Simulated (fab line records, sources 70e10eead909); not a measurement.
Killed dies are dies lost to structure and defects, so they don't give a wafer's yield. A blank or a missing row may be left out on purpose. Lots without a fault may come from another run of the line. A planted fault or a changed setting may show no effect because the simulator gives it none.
Which tool did it? | flow nand_harc | 24 lots, 72 wafers sampled, at 6 steps of a route of 1159

WHAT THE GAUGES READ, wafer by wafer
The record holds no reading of a measuring or inspecting step that can be judged against a usual standard deviation.

WHICH TOOL RAN EACH LOT (tool, then ch and the chambers of the sampled wafers, then the start)
lot  | NHARC_P_GATE_STRIP_75                | NHARC_P_GATE_STRIP_95                | NHARC_P_CONTACT_ETCH_35            | NHARC_P_CONTACT_ETCH_36                       | NHARC_P_CONTACT_CMP_24        | NHARC_P_M0_PVD_20
L074 | plasma_asher-02 ch 0,1, day 4 20:32  | plasma_asher-02 ch 0,1, day 5 00:29  | rie_diel-12 ch 0,2,3, day 5 04:11  | rie_diel-12 ch 0,1,3, day 5 13:20 or earlier  | cmp-02 ch 1,2, day 5 13:20    | pvd_sputter-01, no start
L075 | plasma_asher-02 ch 0,1, day 5 11:34  | plasma_asher-02 ch 0,1, day 5 15:27  | rie_diel-01 ch 2,3, day 5 19:22    | rie_diel-01 ch 2,3, day 5 19:33               | cmp-03 ch 1,2,3, day 6 06:01  | pvd_sputter-01, no start
L076 | plasma_asher-01 ch 0,1, day 5 17:12  | plasma_asher-01 ch 0,1, day 5 21:07  | rie_diel-12 ch 1,3, day 6 01:02    | rie_diel-12 ch 1,2,3, day 6 07:57 or earlier  | cmp-03 ch 0,1,3, day 6 07:57  | pvd_sputter-02, no start
L077 | plasma_asher-02 ch 0,1, day 5 23:46  | plasma_asher-02 ch 0,1, day 6 03:31  | rie_diel-01 ch 1,2,3, day 6 07:15  | rie_diel-01 ch 0,1, day 6 13:40 or earlier    | cmp-03 ch 0,2, day 6 13:40    | pvd_sputter-03, no start
L080 | plasma_asher-02 ch 1, day 6 05:40    | plasma_asher-02 ch 0,1, day 6 09:34  | rie_diel-02 ch 0,1,3, day 6 13:37  | rie_diel-02 ch 0,1,2, day 6 16:23 or earlier  | cmp-04 ch 1,2, day 6 16:23    | pvd_sputter-02, no start
L079 | plasma_asher-01 ch 0,1, day 6 06:08  | plasma_asher-01 ch 0,1, day 6 09:59  | rie_diel-12 ch 0,3, day 6 13:52    | rie_diel-12 ch 1,2,3, day 6 16:27 or earlier  | cmp-03 ch 0,2, day 6 16:27    | pvd_sputter-03, no start
L078 | plasma_asher-02 ch 0,1, day 6 09:55  | plasma_asher-01 ch 0,1, day 6 13:58  | rie_diel-12 ch 0,1,3, day 6 17:35  | rie_diel-12 ch 0,1,2, day 6 20:14 or earlier  | cmp-03 ch 0,2,3, day 6 20:14  | pvd_sputter-01, no start
L081 | plasma_asher-02 ch 0,1, day 7 02:23  | plasma_asher-01 ch 0,1, day 7 06:17  | rie_diel-12 ch 0,1,3, day 7 10:17  | rie_diel-12 ch 0,1,2, day 7 15:20 or earlier  | cmp-02 ch 0,1,3, day 7 15:20  | pvd_sputter-02, no start
L082 | plasma_asher-01 ch 0,1, day 7 09:16  | plasma_asher-02 ch 0,1, day 7 12:56  | rie_diel-12 ch 0,2,3, day 7 16:50  | rie_diel-12 ch 0,1,2, day 8 02:34 or earlier  | cmp-04 ch 0,1,2, day 8 02:34  | pvd_sputter-03, no start
L083 | plasma_asher-02 ch 0,1, day 7 17:41  | plasma_asher-01 ch 0,1, day 7 21:27  | rie_diel-12 ch 0,3, day 8 01:10    | rie_diel-12 ch 0,1, day 8 04:00 or earlier    | cmp-02 ch 1,3, day 8 04:00    | pvd_sputter-03, no start
L084 | plasma_asher-02 ch 0,1, day 7 21:29  | plasma_asher-02 ch 0,1, day 8 01:14  | rie_diel-01 ch 1,2, day 8 04:49    | rie_diel-01 ch 2,3, day 8 07:41 or earlier    | cmp-04 ch 0,1,2, day 8 07:41  | pvd_sputter-02, no start
L085 | plasma_asher-01 ch 0,1, day 8 00:01  | plasma_asher-01 ch 0, day 8 03:55    | rie_diel-01 ch 0,2, day 8 07:56    | rie_diel-01 ch 0,1,3, day 8 15:53 or earlier  | cmp-03 ch 0,2,3, day 8 15:53  | pvd_sputter-03, no start
L088 | plasma_asher-01 ch 0,1, day 8 15:42  | plasma_asher-01 ch 0,1, day 8 20:03  | rie_diel-01 ch 2,3, day 8 23:49    | rie_diel-01 ch 2,3, day 9 02:28 or earlier    | cmp-04 ch 0,1,3, day 9 02:28  | pvd_sputter-03, no start
L086 | plasma_asher-01 ch 0,1, day 8 16:40  | plasma_asher-01 ch 0,1, day 8 21:05  | rie_diel-01 ch 1,2,3, day 9 00:49  | rie_diel-01 ch 1,2,3, day 9 03:26 or earlier  | cmp-03 ch 0,1,2, day 9 03:26  | pvd_sputter-03, no start
L087 | plasma_asher-01 ch 0,1, day 8 17:02  | plasma_asher-01 ch 0,1, day 8 21:53  | rie_diel-01 ch 1,2, day 9 01:59    | rie_diel-01 ch 0,1,2, day 9 04:35 or earlier  | cmp-02 ch 1,2,3, day 9 04:35  | pvd_sputter-02, no start
L089 | plasma_asher-01 ch 0,1, day 9 01:48  | plasma_asher-01 ch 0,1, day 9 05:44  | rie_diel-01 ch 1,3, day 9 09:27    | rie_diel-01 ch 0,1,2, day 9 21:21 or earlier  | cmp-02 ch 0,2, day 9 21:21    | pvd_sputter-01, no start
L090 | plasma_asher-02 ch 0,1, day 9 03:13  | plasma_asher-02 ch 0,1, day 9 07:08  | rie_diel-01 ch 0,2, day 9 11:39    | rie_diel-01 ch 2,3, day 9 21:37 or earlier    | cmp-02 ch 0,2,3, day 9 21:37  | pvd_sputter-03, no start
L092 | plasma_asher-02 ch 0,1, day 9 16:32  | plasma_asher-01 ch 0, day 9 20:24    | rie_diel-02 ch 0,1,3, day 10 00:26 | rie_diel-02 ch 0,2, day 10 07:31 or earlier   | cmp-04 ch 0,2, day 10 07:31   | pvd_sputter-02, no start
L091 | plasma_asher-02 ch 0,1, day 9 17:04  | plasma_asher-01 ch 0,1, day 9 21:11  | rie_diel-01 ch 0,1,2, day 10 01:04 | rie_diel-01 ch 2,3, day 10 08:02 or earlier   | cmp-03 ch 0,3, day 10 08:02   | pvd_sputter-01, no start
L094 | plasma_asher-01 ch 0,1, day 10 10:47 | plasma_asher-01 ch 0,1, day 10 14:43 | rie_diel-02 ch 1,2,3, day 10 18:25 | rie_diel-02 ch 0,1,3, day 10 21:02 or earlier | cmp-02 ch 0,1,2, day 10 21:02 | pvd_sputter-03, no start
L095 | plasma_asher-02 ch 0,1, day 10 10:58 | plasma_asher-02 ch 0,1, day 10 14:53 | rie_diel-01 ch 0,1,2, day 10 18:46 | rie_diel-01 ch 1,2,3, day 10 21:31 or earlier | cmp-03 ch 1,2,3, day 10 21:31 | pvd_sputter-01, no start
L093 | plasma_asher-01 ch 0,1, day 10 17:33 | plasma_asher-01 ch 0,1, day 10 21:27 | rie_diel-01 ch 0,1,2, day 11 01:02 | rie_diel-01 ch 0,1,3, day 11 03:41 or earlier | cmp-02 ch 1,2,3, day 11 03:41 | pvd_sputter-01, no start
L096 | plasma_asher-02 ch 0,1, day 10 18:05 | plasma_asher-02 ch 0,1, day 10 22:01 | rie_diel-12 ch 0,2,3, day 11 01:43 | rie_diel-12 ch 0,2,3, day 11 04:19 or earlier | cmp-04 ch 0,1, day 11 04:19   | pvd_sputter-03, no start
L097 | plasma_asher-02 ch 0,1, day 11 01:32 | plasma_asher-02 ch 0, day 11 05:18   | rie_diel-12 ch 0,1,2, day 11 09:11 | rie_diel-12 ch 0,1,2, day 11 13:20 or earlier | cmp-04 ch 1,2,3, day 11 13:20 | pvd_sputter-02, no start
- NHARC_P_GATE_STRIP_75: strips in O2.
- NHARC_P_GATE_STRIP_95: strips in O2.
- NHARC_P_CONTACT_ETCH_35: etches the open film in CF4, target depth 39 nm, time 65 s.
- NHARC_P_CONTACT_ETCH_36: etches the open film in N2/H2, target depth 260 nm, time 406.25 s.
- NHARC_P_CONTACT_CMP_24: polishes, t overpolish 30 s, target thk 200 nm.
- NHARC_P_M0_PVD_20: deposits TaN, target thk 5 nm, time 8.06 s.

WHAT THE TOOLS THEMSELVES READ (means of the sampled wafers that have a number; where no wafer has one, the mark that the record gives instead)
NHARC_P_GATE_STRIP_75. Usual: drypump_motor_current_A 6.1 A, standard deviation 0.31; heater_power_w 301 W, standard deviation 16.
lot  | tool            | drypump_motor_current_A (A) | heater_power_w (W) | flag
L074 | plasma_asher-02 | 6.1                         | 294                |
L075 | plasma_asher-02 | 6.1                         | 304                |
L076 | plasma_asher-01 | 6.0                         | 293                |
L077 | plasma_asher-02 | 6.2                         | 299                |
L080 | plasma_asher-02 | 6.4                         | 302                |
L079 | plasma_asher-01 | 6.0                         | 294                |
L078 | plasma_asher-02 | 6.1                         | 304                |
L081 | plasma_asher-02 | 6.2                         | 302                |
L082 | plasma_asher-01 | 5.8                         | 308                |
L083 | plasma_asher-02 | 6.2                         | 297                |
L084 | plasma_asher-02 | 6.2                         | 300                |
L085 | plasma_asher-01 | 6.0                         | 297                |
L088 | plasma_asher-01 | 6.1                         | 298                |
L086 | plasma_asher-01 | 5.8                         | 310                |
L087 | plasma_asher-01 | 6.0                         | 295                |
L089 | plasma_asher-01 | 6.0                         | 295                |
L090 | plasma_asher-02 | 6.1                         | 299                |
L092 | plasma_asher-02 | 6.1                         | 294                |
L091 | plasma_asher-02 | 6.2                         | 299                |
L094 | plasma_asher-01 | 6.0                         | 296                |
L095 | plasma_asher-02 | 6.2                         | 299                |
L093 | plasma_asher-01 | 6.1                         | 296                |
L096 | plasma_asher-02 | 6.2                         | 300                |
L097 | plasma_asher-02 | 6.1                         | 304                |

NHARC_P_GATE_STRIP_95. Usual: drypump_motor_current_A 6.0 A, standard deviation 0.32; heater_power_w 302 W, standard deviation 19.
lot  | tool            | drypump_motor_current_A (A) | heater_power_w (W) | flag
L074 | plasma_asher-02 | 6.2                         | 297                |
L075 | plasma_asher-02 | 6.1                         | 301                |
L076 | plasma_asher-01 | 6.0                         | 296                |
L077 | plasma_asher-02 | 6.2                         | 302                |
L080 | plasma_asher-02 | 6.2                         | 301                |
L079 | plasma_asher-01 | 5.8                         | 313                |
L078 | plasma_asher-01 | 6.0                         | 291                |
L081 | plasma_asher-01 | 5.8                         | 309                |
L082 | plasma_asher-02 | 6.2                         | 303                |
L083 | plasma_asher-01 | 6.0                         | 298                |
L084 | plasma_asher-02 | 6.2                         | 299                |
L085 | plasma_asher-01 | 6.2                         | 279                |
L088 | plasma_asher-01 | 6.1                         | 296                |
L086 | plasma_asher-01 | 5.8                         | 309                |
L087 | plasma_asher-01 | 5.8                         | 312                |
L089 | plasma_asher-01 | 5.8                         | 313                |
L090 | plasma_asher-02 | 6.1                         | 296                |
L092 | plasma_asher-01 | 6.2                         | 278                |
L091 | plasma_asher-01 | 6.1                         | 295                |
L094 | plasma_asher-01 | 5.8                         | 315                |
L095 | plasma_asher-02 | 6.2                         | 294                |
L093 | plasma_asher-01 | 6.1                         | 294                |
L096 | plasma_asher-02 | 6.2                         | 296                |
L097 | plasma_asher-02 | 5.9                         | 303                |

NHARC_P_CONTACT_ETCH_35. Usual: drypump_motor_current_A 5.7 A, standard deviation 0.42; oes_product_au 0.999 a.u., standard deviation 0.0086; rf_vpp_V 151.4 V, standard deviation 1.2; showerhead_plenum_p_Torr 1.78 Torr, standard deviation 0.075; throttle_valve_pct 13.284 %, standard deviation 0.0095.
lot  | tool        | drypump_motor_current_A (A) | oes_product_au (a.u.) | rf_vpp_V (V) | showerhead_plenum_p_Torr (Torr) | throttle_valve_pct (%) | flag
L074 | rie_diel-12 | 5.5                         | 1.000                 | 151.0        | 1.77                            | 13.288                 |
L075 | rie_diel-01 | 5.9                         | 1.007                 | 151.5        | 1.81                            | 13.286                 |
L076 | rie_diel-12 | 5.1                         | 0.991                 | 151.8        | 1.80                            | 13.287                 |
L077 | rie_diel-01 | 6.0                         | 1.004                 | 152.7        | 1.82                            | 13.291                 |
L080 | rie_diel-02 | 5.4                         | 0.998                 | 150.1        | 1.71                            | 13.285                 |
L079 | rie_diel-12 | 5.2                         | 1.006                 | 151.1        | 1.79                            | 13.286                 |
L078 | rie_diel-12 | 5.4                         | 1.001                 | 151.6        | 1.81                            | 13.288                 |
L081 | rie_diel-12 | 5.4                         | 1.002                 | 151.2        | 1.81                            | 13.280                 |
L082 | rie_diel-12 | 5.5                         | 1.003                 | 151.4        | 1.76                            | 13.289                 |
L083 | rie_diel-12 | 5.1                         | 1.004                 | 151.4        | 1.78                            | 13.275                 |
L084 | rie_diel-01 | 6.2                         | 0.991                 | 152.6        | 1.88                            | 13.290                 |
L085 | rie_diel-01 | 5.9                         | 0.988                 | 151.9        | 1.83                            | 13.284                 |
L088 | rie_diel-01 | 5.8                         | 0.987                 | 151.0        | 1.75                            | 13.285                 |
L086 | rie_diel-01 | 6.0                         | 0.997                 | 151.8        | 1.82                            | 13.280                 |
L087 | rie_diel-01 | 6.1                         | 0.993                 | 153.4        | 1.88                            | 13.284                 |
L089 | rie_diel-01 | 6.0                         | 0.984                 | 151.6        | 1.82                            | 13.279                 |
L090 | rie_diel-01 | 5.7                         | 1.007                 | 152.1        | 1.80                            | 13.284                 |
L092 | rie_diel-02 | 5.4                         | 1.004                 | 150.6        | 1.70                            | 13.296                 |
L091 | rie_diel-01 | 5.9                         | 0.999                 | 151.7        | 1.84                            | 13.280                 |
L094 | rie_diel-02 | 5.3                         | 1.002                 | 150.4        | 1.68                            | 13.280                 |
L095 | rie_diel-01 | 5.9                         | 0.998                 | 152.0        | 1.84                            | 13.281                 |
L093 | rie_diel-01 | 5.9                         | 0.993                 | 151.5        | 1.84                            | 13.284                 |
L096 | rie_diel-12 | 5.5                         | 1.000                 | 150.3        | 1.76                            | 13.284                 |
L097 | rie_diel-12 | 5.8                         | 1.008                 | 151.4        | 1.79                            | 13.283                 |

NHARC_P_CONTACT_ETCH_36. Usual: drypump_motor_current_A 5.7 A, standard deviation 0.4; h2_flow_sccm 150.0 sccm, standard deviation 0.43; oes_product_au 1.000 a.u., standard deviation 0.0075; rf_vpp_V 430.9 V, standard deviation 2.8; showerhead_plenum_p_Torr 2.06 Torr, standard deviation 0.098; throttle_valve_pct 14.172 %, standard deviation 0.0091.
lot  | tool        | drypump_motor_current_A (A) | h2_flow_sccm (sccm) | oes_product_au (a.u.) | rf_vpp_V (V) | showerhead_plenum_p_Torr (Torr) | throttle_valve_pct (%) | flag
L074 | rie_diel-12 | 5.4                         | 149.3               | 1.004                 | 432.7        | 2.10                            | 14.166                 |
L075 | rie_diel-01 | 5.8                         | 149.7               | 1.012                 | 429.7        | 2.02                            | 14.167                 |
L076 | rie_diel-12 | 5.5                         | 149.9               | 0.997                 | 430.6        | 2.05                            | 14.170                 |
L077 | rie_diel-01 | 5.7                         | 150.1               | 0.999                 | 431.8        | 2.09                            | 14.166                 |
L080 | rie_diel-02 | 5.6                         | 149.9               | 1.002                 | 428.4        | 1.96                            | 14.170                 |
L079 | rie_diel-12 | 5.5                         | 150.3               | 0.996                 | 430.2        | 2.05                            | 14.172                 |
L078 | rie_diel-12 | 5.8                         | 150.5               | 0.997                 | 430.9        | 2.07                            | 14.177                 |
L081 | rie_diel-12 | 5.8                         | 149.9               | 0.996                 | 431.3        | 2.07                            | 14.167                 |
L082 | rie_diel-12 | 5.8                         | 150.0               | 1.002                 | 431.1        | 2.07                            | 14.176                 |
L083 | rie_diel-12 | 5.7                         | 149.9               | 0.998                 | 432.9        | 2.12                            | 14.168                 |
L084 | rie_diel-01 | 6.0                         | 149.9               | 1.003                 | 430.9        | 2.09                            | 14.171                 |
L085 | rie_diel-01 | 5.7                         | 150.3               | 0.998                 | 430.3        | 2.06                            | 14.177                 |
L088 | rie_diel-01 | 5.8                         | 149.7               | 0.990                 | 429.7        | 2.02                            | 14.173                 |
L086 | rie_diel-01 | 6.0                         | 149.9               | 0.997                 | 433.4        | 2.10                            | 14.170                 |
L087 | rie_diel-01 | 5.9                         | 150.1               | 0.993                 | 434.1        | 2.13                            | 14.174                 |
L089 | rie_diel-01 | 5.9                         | 149.9               | 0.996                 | 432.8        | 2.13                            | 14.173                 |
L090 | rie_diel-01 | 5.8                         | 150.1               | 1.004                 | 429.7        | 2.02                            | 14.174                 |
L092 | rie_diel-02 | 5.6                         | 149.8               | 1.000                 | 428.4        | 1.95                            | 14.167                 |
L091 | rie_diel-01 | 5.8                         | 149.5               | 0.998                 | 429.7        | 2.02                            | 14.175                 |
L094 | rie_diel-02 | 5.4                         | 150.4               | 1.001                 | 428.1        | 1.96                            | 14.176                 |
L095 | rie_diel-01 | 6.0                         | 150.5               | 0.996                 | 432.9        | 2.10                            | 14.177                 |
L093 | rie_diel-01 | 5.7                         | 150.0               | 1.006                 | 430.3        | 2.05                            | 14.173                 |
L096 | rie_diel-12 | 5.6                         | 150.2               | 1.002                 | 430.9        | 2.03                            | 14.167                 |
L097 | rie_diel-12 | 5.8                         | 149.9               | 0.998                 | 431.1        | 2.07                            | 14.172                 |

NHARC_P_CONTACT_CMP_24. Usual: motor_current_A 11.7 A, standard deviation 1.5; overpolish_run_s 30.001 s, standard deviation 0.0096; time_to_endpoint_s 39.4 s, standard deviation 2.5.
lot  | tool   | motor_current_A (A) | overpolish_run_s (s) | time_to_endpoint_s (s) | flag
L074 | cmp-02 | 12.9                | 29.993               | 39.7                   |
L075 | cmp-03 | 11.7                | 29.995               | 40.6                   |
L076 | cmp-03 | 12.8                | 29.996               | 41.4                   |
L077 | cmp-03 | 13.1                | 30.012               | 39.6                   |
L080 | cmp-04 | 12.2                | 30.001               | 37.8                   |
L079 | cmp-03 | 13.2                | 29.999               | 40.1                   |
L078 | cmp-03 | 12.7                | 30.001               | 39.7                   |
L081 | cmp-02 | 11.7                | 30.004               | 41.3                   |
L082 | cmp-04 | 11.4                | 29.998               | 37.5                   |
L083 | cmp-02 | 12.9                | 29.998               | 39.3                   |
L084 | cmp-04 | 11.6                | 30.009               | 40.9                   |
L085 | cmp-03 | 13.4                | 30.002               | 39.7                   |
L088 | cmp-04 | 10.8                | 29.997               | 40.9                   |
L086 | cmp-03 | 12.7                | 29.989               | 38.3                   |
L087 | cmp-02 | 12.1                | 30.002               | 38.0                   |
L089 | cmp-02 | 10.9                | 29.994               | 36.6                   |
L090 | cmp-02 | 10.2                | 29.995               | 42.2                   |
L092 | cmp-04 | 11.1                | 30.001               | 36.3                   |
L091 | cmp-03 | 13.6                | 30.000               | 37.3                   |
L094 | cmp-02 | 11.8                | 30.012               | 43.8                   |
L095 | cmp-03 | 12.0                | 30.009               | 39.4                   |
L093 | cmp-02 | 12.2                | 29.996               | 42.4                   |
L096 | cmp-04 | 10.4                | 30.003               | 37.0                   |
L097 | cmp-04 | 11.8                | 30.002               | 35.4                   |

NHARC_P_M0_PVD_20. Usual: throttle_valve_pct 29.7 %, standard deviation 1.
lot  | tool           | throttle_valve_pct (%) | flag
L074 | pvd_sputter-01 | 30.1                   |
L075 | pvd_sputter-01 | 30.0                   |
L076 | pvd_sputter-02 | 29.7                   |
L077 | pvd_sputter-03 | 29.5                   |
L080 | pvd_sputter-02 | 31.4                   |
L079 | pvd_sputter-03 | 29.6                   |
L078 | pvd_sputter-01 | 29.7                   |
L081 | pvd_sputter-02 | 29.7                   |
L082 | pvd_sputter-03 | 29.0                   |
L083 | pvd_sputter-03 | 28.9                   |
L084 | pvd_sputter-02 | 30.5                   |
L085 | pvd_sputter-03 | 28.6                   |
L088 | pvd_sputter-03 | 28.5                   |
L086 | pvd_sputter-03 | 28.9                   |
L087 | pvd_sputter-02 | 29.2                   |
L089 | pvd_sputter-01 | 30.4                   |
L090 | pvd_sputter-03 | 28.9                   |
L092 | pvd_sputter-02 | 29.4                   |
L091 | pvd_sputter-01 | 30.3                   |
L094 | pvd_sputter-03 | 28.9                   |
L095 | pvd_sputter-01 | 29.8                   |
L093 | pvd_sputter-01 | 30.0                   |
L096 | pvd_sputter-03 | 29.8                   |
L097 | pvd_sputter-02 | 29.5                   |

THE ANSWER, worked out from the rows above alone
Rule: a lot is off if the mean of its wafers that have a number lies more than 3 standard deviations from the usual mean. A lot without any number at a reading at which 4 lots or more have one is off too. The other lots that the step has rows for count as sound. The gauges are gone through in route order, then the tools' own readings, and for those a lot's mean is taken as printed above. The first step at which some lot is off is used, and at that step the reading that is off furthest; a lot without a number counts as furthest.
No lot is off at any reading shown: from this, nothing can be told.

WHAT THE SIMULATOR HAD PUT IN
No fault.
